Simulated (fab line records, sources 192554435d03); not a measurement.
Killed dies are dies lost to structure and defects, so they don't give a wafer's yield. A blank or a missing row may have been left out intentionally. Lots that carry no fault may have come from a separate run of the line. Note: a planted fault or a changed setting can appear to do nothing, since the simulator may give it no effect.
Chamber matching | flow n5Finfet | rieDiel-01 running N5_FIN_CUT_ETCH_30: 4 sister chambers
The step etches underlayer in N2/H2, target depth 13 nm, time 10.4 s. 4 wafers are shown with their chamber, then 10 later ones without.

== EACH WAFER AND ITS CHAMBER ==
wafer  | chamber | drypumpMotorCurrentA (A)
L083.5 | 2       | 5.0
L091.1 | 0       | 4.9
L092.2 | 1       | 5.8
L092.4 | 3       | 5.4

== WAFERS MISSING THEIR CHAMBER ==
wafer  | drypumpMotorCurrentA (A)
L092.6 | 5.8
L093.1 | 5.3
L093.5 | 4.9
L093.6 | 5.3
L094.2 | 5.3
L094.3 | 5.0
L094.5 | 4.9
L096.2 | 5.8
L096.3 | 4.9
L096.4 | 5.4

== CHAMBER TAKEN BY EACH ==
wafer  | from the rows above     | in truth
L092.6 | 1                       | 1
L093.1 | 3                       | 3
L093.5 | can't be placed: 0 or 2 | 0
L093.6 | 3                       | 3
L094.2 | 3                       | 3
L094.3 | can't be placed: 2 or 0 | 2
L094.5 | can't be placed: 0 or 2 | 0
L096.2 | 1                       | 1
L096.3 | can't be placed: 0 or 2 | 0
L096.4 | 3                       | 3
Correctly placed: 6 of 10. Unplaceable from these rows: 4, with the true chamber sitting among the candidates in 4. 0 placed wrongly.
How it was worked out, from the rows above alone: a wafer's distance from a chamber is the root of the sum, over the readings, of the square of ((its reading less the chamber's mean) divided by the reading's scatter). The wafer belongs to the nearest chamber; if the next one is less than 2 further off, it can't be placed. A chamber's mean is the mean of its shown wafers. The scatter: root of mean squared gap, hidden wafer to nearest shown wafer, with one shown wafer a chamber.
